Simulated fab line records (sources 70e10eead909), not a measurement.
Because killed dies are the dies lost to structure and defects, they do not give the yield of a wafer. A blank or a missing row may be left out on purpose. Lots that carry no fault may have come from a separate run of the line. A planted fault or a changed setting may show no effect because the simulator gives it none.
fab line records	flow nand-harc
record lots=5	wafers=15	last-day=31
route steps=1302 shown A_SGD_CUT@901
lots untouched by any fault: they come from a run of this same line in which no faults occurred
start-h: hours from the record's opening day to when the first of the lot's shown wafers began	wait-h: hours elapsed since this lot's preceding step	" as in the row above	L1.1+2: a single row standing in for several wafers	- no value, or no start was given	* or withheld: withheld	< > ~ a bound
route shown NAME@n: names a module that has steps shown in the file, with the first one's number in the route	usual: mean/standard deviation taken from wafers without a fault	same: alike in all rows	chamber/n: place in a boat	sites: per-site readings	_std_site: the standard deviation of these	_edge_site: the outer-site mean with the inner-site mean subtracted	radius-mm: how far each site lies from the wafer's centre	mask NAME#n: copy n	behind: tool/chamber where the wafer was last shaped	hold: the reason the lot was held/the length of the hold in hours/how it ended	device: the transistor (n, p or np) that didn't switch	end of line: the same wafers' tests at the end of the route	step lacking rows: just its recipe	killed: dies that structure and defects cost at the first sort, which is not the same as the wafer's yield	map: the dies of a wafer, with x for killed, . for not killed, _ for no die there
set.NAME: the run value of the setting; set.NAME@STEP: its run value at that earlier step	model.NAME: the simulator's own value behind a step, which no gauge read
lots at selected steps of the route; one table per step, one row per wafer
services: a tool's chamber out of use, with start hour (start-h, from the record's first day; less than 0 if before it), hours out, and reason
## steps
# step NHARC_A_SGD_CUT_CD_MEAS_09
# recipe target-cd-nm=100	landing-energy-ev=500
# usual cd-nm=99.9/0.58
lot.wafer	tool	chamber	start-h	wait-h	cd-nm
L186.2	cd-sem-03	0	496.45	-	99.6
L186.4	"	0	"	"	100.1
L186.5	"	0	"	"	100.4
L192.2	cd-sem-02	0	547.18	-	99.6
L192.3	"	0	"	"	98.8
L192.4	"	0	"	"	99.2
L198.1	cd-sem-02	0	586.53	-	100.0
L198.5	"	0	"	"	99.8
L198.6	"	0	"	"	99.7
L199.1	cd-sem-03	0	609.67	-	99.5
L199.3	"	0	"	"	98.9
L199.4	"	0	"	"	99.0
L202.1	cd-sem-02	0	625.62	-	100.1
L202.2	"	0	"	"	100.8
L202.5	"	0	"	"	100.0
# step NHARC_A_SGD_CUT_OVL_MEAS_10
# usual overlay-x-nm=-0.1/0.82	overlay-y-nm=0.0/0.91
lot.wafer	tool	chamber	start-h	wait-h	overlay-x-nm	overlay-y-nm
L186.2	overlay-01	-	496.54	-	-0.8	-0.7
L186.4	"	-	"	"	-1.0	0.1
L186.5	"	-	"	"	-0.6	0.1
L192.2	overlay-02	-	547.26	-	0.2	-0.2
L192.3	"	-	"	"	-0.5	-0.2
L192.4	"	-	"	"	0.1	0.4
L198.1	overlay-01	-	586.62	-	0.8	1.5
L198.5	"	-	"	"	1.3	1.2
L198.6	"	-	"	"	0.6	0.6
L199.1	overlay-02	-	609.75	-	-0.9	1.7
L199.3	"	-	"	"	-0.7	1.9
L199.4	"	-	"	"	-0.8	1.8
L202.1	overlay-02	-	625.71	-	1.4	-0.8
L202.2	"	-	"	"	1.2	-0.7
L202.5	"	-	"	"	0.7	-1.3
# step NHARC_A_SGD_CUT_INSPECT_11
# usual raw-defect-count=55/32
lot.wafer	tool	chamber	start-h	wait-h	raw-defect-count
L186.2	defect-inspect-02	-	496.57	0.0	105
L186.4	"	-	"	"	118
L186.5	"	-	"	"	119
L192.2	defect-inspect-02	-	547.30	0.0	51
L192.3	"	-	"	"	57
L192.4	"	-	"	"	61
L198.1	defect-inspect-01	-	586.65	0.0	39
L198.5	"	-	"	"	60
L198.6	"	-	"	"	51
L199.1	defect-inspect-02	-	609.79	0.0	80
L199.3	"	-	"	"	90
L199.4	"	-	"	"	98
L202.1	defect-inspect-01	-	625.75	0.0	89
L202.2	"	-	"	"	107
L202.5	"	-	"	"	88
# step NHARC_A_SGD_CUT_DESCUM_14
# recipe time-s=3	o2-flow-sccm=200	ar-flow-sccm=0	bias-power-w=0	chemistry=O2
# usual drypump-motor-current-A=5.5/0.41	oes-product-au=0.997/0.014	rf-vpp-V=57.8/0.82	showerhead-plenum-p-Torr=1.90/0.076	throttle-valve-pct=11.310/0.0099
lot.wafer	tool	chamber	start-h	wait-h	drypump-motor-current-A	oes-product-au	rf-hours-counter-h	rf-vpp-V	showerhead-plenum-p-Torr	throttle-valve-pct
L186.4	rie-diel-09	3	496.64	0.1	5.6	0.983	7	58.4	1.97	11.300
L186.2	"	1	"	"	5.8	0.990	6	58.2	1.98	11.317
L186.5	"	3	"	"	5.7	0.983	-	58.1	1.97	11.321
L192.2	rie-diel-09	2	547.37	0.1	6.3	0.992	1	58.3	1.78	11.326
L192.4	"	3	"	"	5.6	1.023	1	57.4	1.97	11.320
L192.3	"	0	"	"	5.0	0.992	1	57.8	1.81	11.326
L198.1	rie-diel-10	2	586.72	0.1	5.2	0.995	9	58.9	2.06	11.316
L198.5	"	1	"	"	5.9	1.005	-	59.1	1.88	11.307
L198.6	"	2	"	"	5.2	0.994	-	59.1	2.06	11.301
L199.1	rie-diel-04	0	609.85	0.1	5.5	1.018	6	58.0	1.91	11.317
L199.3	"	2	"	"	5.1	0.987	6	58.6	1.95	11.317
L199.4	"	0	"	"	5.5	1.015	-	56.7	1.91	11.302
L202.1	rie-diel-09	1	625.82	0.1	5.8	1.008	5	59.8	1.98	11.294
L202.2	"	3	"	"	5.6	1.020	5	59.8	1.97	11.306
L202.5	"	1	"	"	5.8	1.006	-	58.2	1.98	11.319
# step NHARC_A_SGD_CUT_ETCH_58
# recipe target-depth-a=390	over-etch-frac=0.3	time-s=65	ion-energy-ev=80	cf4-flow-sccm=150	ar-flow-sccm=0	rf-w=300	bias-w=100	chemistry=CF4
# usual bias-w=100.0/0.3	cf4-flow-sccm=149.9/0.46	drypump-motor-current-A=5.5/0.41	oes-product-au=0.997/0.014	rf-vpp-V=151.3/1.2	showerhead-plenum-p-Torr=1.76/0.064	throttle-valve-pct=13.285/0.0096
lot.wafer	tool	chamber	start-h	wait-h	bias-w	cf4-flow-sccm	drypump-motor-current-A	oes-product-au	rf-hours-counter-h	rf-vpp-V	showerhead-plenum-p-Torr	throttle-valve-pct
L186.4	rie-diel-09	3	496.72	0.1	100.3	150.3	5.6	0.990	7	151.8	1.82	13.292
L186.2	"	1	"	"	99.5	151.1	5.8	0.989	6	152.5	1.83	13.279
L186.5	"	3	"	"	100.5	149.6	5.6	0.978	-	151.4	1.82	13.297
L192.3	rie-diel-09	2	547.45	0.1	100.1	150.2	6.2	1.000	1	149.6	1.65	13.291
L192.4	"	0	"	"	100.1	149.4	5.0	0.999	1	149.7	1.68	13.276
L192.2	"	1	"	"	100.0	150.3	5.8	1.002	1	153.4	1.83	13.272
L198.1	rie-diel-10	0	586.86	0.1	100.4	148.9	5.1	1.002	9	151.0	1.74	13.275
L198.6	"	0	"	"	100.4	149.6	5.1	1.010	-	150.7	1.74	13.286
L198.5	"	1	"	"	99.9	149.7	5.9	1.006	-	151.4	1.74	13.295
L199.1	rie-diel-04	2	609.95	0.1	100.1	150.4	5.1	0.994	7	152.9	1.80	13.287
L199.3	"	3	"	"	100.2	149.2	5.8	1.013	7	150.6	1.68	13.291
L199.4	"	0	"	"	100.5	149.7	5.5	1.013	-	151.1	1.77	13.271
L202.1	rie-diel-09	0	625.91	0.1	100.2	149.9	5.0	0.976	6	150.2	1.68	13.279
L202.2	"	1	"	"	100.6	149.6	5.8	0.996	5	151.9	1.83	13.290
L202.5	"	3	"	"	99.9	149.9	5.6	1.007	-	153.0	1.82	13.281
# step NHARC_A_SGD_CUT_ETCH_59
# recipe target-depth-a=2600	over-etch-frac=0.25	time-s=406.25	ion-energy-ev=200	n2-flow-sccm=150	h2-flow-sccm=150	ar-flow-sccm=0	rf-w=400	bias-w=150	chemistry=N2/H2
# step NHARC_A_SGD_CUT_ETCH_15
# recipe target-depth-a=750	time-s=64.3	ch3f-flow-sccm=50	o2-flow-sccm=30	ar-flow-sccm=200	rf-w=500	bias-w=100	chemistry=CH3F/O2
# usual bias-w=100.00/0.3	drypump-motor-current-A=5.5/0.41	oes-product-au=0.957/0.019	rf-vpp-V=263.7/1.7	showerhead-plenum-p-Torr=2.45/0.096	throttle-valve-pct=20.663/0.0089
lot.wafer	tool	chamber	start-h	wait-h	bias-w	drypump-motor-current-A	oes-product-au	rf-hours-counter-h	rf-vpp-V	showerhead-plenum-p-Torr	throttle-valve-pct
L186.4	rie-diel-09	1	-	-	100.17	5.8	0.971	6	266.0	2.55	20.658
L186.2	"	3	"	"	99.88	5.6	0.951	8	264.1	2.53	20.668
L186.5	"	1	"	"	100.24	5.8	0.962	-	265.5	2.55	20.668
L192.2	rie-diel-09	1	-	-	100.30	5.8	0.971	1	264.3	2.55	20.655
L192.3	"	2	"	"	100.09	6.3	0.946	1	260.9	2.29	20.665
L192.4	"	3	"	"	99.86	5.6	0.990	1	264.3	2.53	20.672
L198.1	rie-diel-10	1	-	-	100.19	5.9	0.954	8	260.4	2.41	20.659
L198.5	"	1	"	"	100.06	5.9	0.958	-	263.0	2.41	20.650
L198.6	"	2	"	"	100.32	5.2	0.939	-	267.7	2.64	20.656
L199.3	rie-diel-04	3	-	-	100.36	5.8	0.977	7	262.2	2.33	20.670
L199.1	"	0	"	"	99.71	5.5	0.970	7	264.2	2.45	20.654
L199.4	"	2	"	"	99.95	5.1	0.953	-	264.8	2.50	20.666
L202.2	rie-diel-09	3	-	-	99.88	5.6	0.983	6	265.8	2.53	20.649
L202.1	"	0	"	"	99.65	5.0	0.936	6	262.4	2.33	20.675
L202.5	"	3	"	"	99.95	5.6	0.969	-	266.4	2.53	20.663
# step NHARC_A_SGD_CUT_ETCH_16
# recipe target-depth-a=3105	time-s=155.2	c4f8-flow-sccm=withheld	o2-flow-sccm=8	ar-flow-sccm=withheld	rf-w=600	bias-w=800	chemistry=C4F8/O2/Ar
# step NHARC_A_SGD_CUT_STRIP_60
# recipe c4f8-flow-sccm=withheld	o2-flow-sccm=8	ar-flow-sccm=withheld	bias-w=0	chemistry=C4F8/O2/Ar
# step NHARC_A_SGD_CUT_STRIP_17
# recipe o2-flow-sccm=500	ar-flow-sccm=0	bias-w=0	chemistry=O2
# usual drypump-motor-current-A=5.6/0.41	oes-product-au=0.999/0.014	rf-vpp-V=57.7/0.81	showerhead-plenum-p-Torr=3.51/0.13	throttle-valve-pct=17.037/0.0085
# same bias-w=0
lot.wafer	tool	chamber	start-h	wait-h	drypump-motor-current-A	oes-product-au	rf-hours-counter-h	rf-vpp-V	showerhead-plenum-p-Torr	throttle-valve-pct
L186.4	rie-diel-10	3	497.44	-	6.4	0.991	4	58.5	3.40	17.032
L186.2	"	0	"	"	5.1	1.011	4	58.6	3.48	17.020
L186.5	"	0	"	"	5.1	1.005	-	58.4	3.48	17.041
L192.4	rie-diel-09	1	-	-	5.8	1.008	1	57.8	3.65	17.049
L192.2	"	2	"	"	6.3	0.995	1	57.6	3.30	17.060
L192.3	"	3	"	"	5.6	1.028	2	56.9	3.63	17.028
L198.1	rie-diel-10	3	-	-	6.4	0.993	9	57.1	3.40	17.042
L198.5	"	0	"	"	5.1	1.019	-	56.7	3.48	17.018
L198.6	"	1	"	"	5.9	1.004	-	57.9	3.47	17.038
L199.1	rie-diel-04	3	-	-	5.8	1.030	7	55.9	3.35	17.038
L199.3	"	0	"	"	5.5	1.016	7	58.0	3.52	17.023
L199.4	"	2	"	"	5.1	0.987	-	58.3	3.58	17.036
L202.1	rie-diel-09	3	-	-	5.6	1.019	6	57.4	3.62	17.033
L202.2	"	0	"	"	5.0	0.970	6	57.3	3.35	17.032
L202.5	"	0	"	"	5.0	0.981	-	58.4	3.35	17.033
# step NHARC_A_SGD_CUT_PRECLEAN_18
# recipe time-s=*	temp-c=50	bath-age-min=0	chemistry=SC1
# step NHARC_A_SGD_CUT_SRD_19
# step NHARC_A_SGD_CUT_DEP_20
# recipe target-thk-a=1500	temp-c=65	material=SiO2
lot.wafer	tool	chamber	start-h	wait-h
L186.2+4+5	fcvd-02	0	497.78	-
L192.2+4+3	fcvd-02	0,0,1	548.47	-
L198.1+5+6	fcvd-01	1,0,1	587.92	-
L199.1+3+4	fcvd-01	0,0,1	611.13	-
L202.2+1+5	fcvd-01	1,0,1	627.08	-
# step NHARC_A_SGD_CUT_ANNEAL_27
# recipe temp-c=450	time-s=1800
# step NHARC_A_SGD_CUT_CMP_21
# recipe target-thk-nm=148.19
# usual motor-current-A=12.5/1	time-to-endpoint-s=50/4.3
lot.wafer	tool	chamber	start-h	wait-h	motor-current-A	time-to-endpoint-s
L186.2	cmp-04	2	502.63	0.4	14.2	54
L186.4	"	3	"	"	11.7	49
L186.5	"	0	"	"	12.3	54
L192.4	cmp-02	2	554.93	0.4	14.8	44
L192.2	"	3	"	"	10.9	54
L192.3	"	0	"	"	12.8	36
L198.1	cmp-02	1	589.81	0.4	12.8	59
L198.6	"	2	"	"	13.7	59
L198.5	"	3	"	"	11.9	56
L199.3	cmp-04	3	615.76	0.4	11.3	43
L199.1	"	0	"	"	11.8	50
L199.4	"	1	"	"	13.0	48
L202.1	cmp-01	0	632.11	0.4	11.2	43
L202.2	"	1	"	"	12.5	42
L202.5	"	0	"	"	11.5	47
# step NHARC_A_SGD_CUT_THK_MEAS_22
# recipe thk-meas-gauge=ellipsometry
# usual thk-nm=147.7/1.8
lot.wafer	tool	chamber	start-h	wait-h	thk-nm
L186.2	film-metro-02	-	502.84	0.2	149.3
L186.4	"	-	"	"	147.2
L186.5	"	-	"	"	148.3
L192.2	film-metro-01	-	555.19	0.2	149.0
L192.3	"	-	"	"	119.2
L192.4	"	-	"	"	119.3
L198.1	film-metro-01	-	589.99	0.2	150.1
L198.5	"	-	"	"	151.0
L198.6	"	-	"	"	152.2
L199.1	film-metro-01	-	616.02	0.2	146.8
L199.3	"	-	"	"	148.1
L199.4	"	-	"	"	147.6
L202.1	film-metro-01	-	632.34	0.2	145.2
L202.2	"	-	"	"	145.2
L202.5	"	-	"	"	147.9
# step NHARC_A_SGD_CUT_SRD_23
## services
tool	chamber	start-h	hours	kind
cmp-04	-	472.66	1.1	repair
rie-diel-09	3	475.81	7.2	repair
cmp-01	-	488.81	4.0	pm
cmp-04	-	503.11	4.0	pm
rie-diel-04	1	512.98	1.3	repair
cmp-02	-	526.94	4.0	pm
rie-diel-04	-	531.90	9.0	pm
cmp-02	-	539.75	0.9	repair
fcvd-02	-	541.83	1.0	repair
rie-diel-10	1	546.39	1.7	repair
fcvd-01	-	547.97	13.0	pm
cmp-01	-	570.53	1.5	repair
rie-diel-09	2	574.61	14.1	repair
cmp-02	-	584.43	0.9	repair
fcvd-02	-	585.89	0.3	repair
cmp-04	-	594.84	2.8	repair
rie-diel-10	-	596.50	9.0	pm
cmp-04	-	601.11	4.0	pm
rie-diel-04	1	604.92	8.3	repair
rie-diel-09	2	616.52	14.2	repair
rie-diel-04	2	616.94	19.4	repair
rie-diel-04	1	617.14	8.9	repair
cmp-02	-	624.94	4.0	pm
fcvd-02	-	631.00	13.0	pm
## key
first-sign step=NHARC_A_SGD_CUT_THK_MEAS_22	reading=thk-nm	direction=down	sigmas=16	usual=147.7	struck=119.2
effect none on later readings
met-at NHARC_A_SGD_CUT_DEP_20
struck-wafers L192.3,L192.4
tester-left-out L192
onset-between 497.78 548.47
fault kind=process-parameter-drift	tool=fcvd-02	chamber=-	onset-h=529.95	steps=NHARC_A_SGD_CUT_DEP_20	channel=target-thk-a	offset=*	shape=step	end-h=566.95	scope=struck-wafers-only	acts-in=*	stated=*
# tester-left-out: of these lots the tester's yield and bins aren't shown, on N5 and GAA mostly nor the transistor test; their killed dies are dies lost to structure and defects alone, not to doping, threshold or leakage, so they don't give the yield
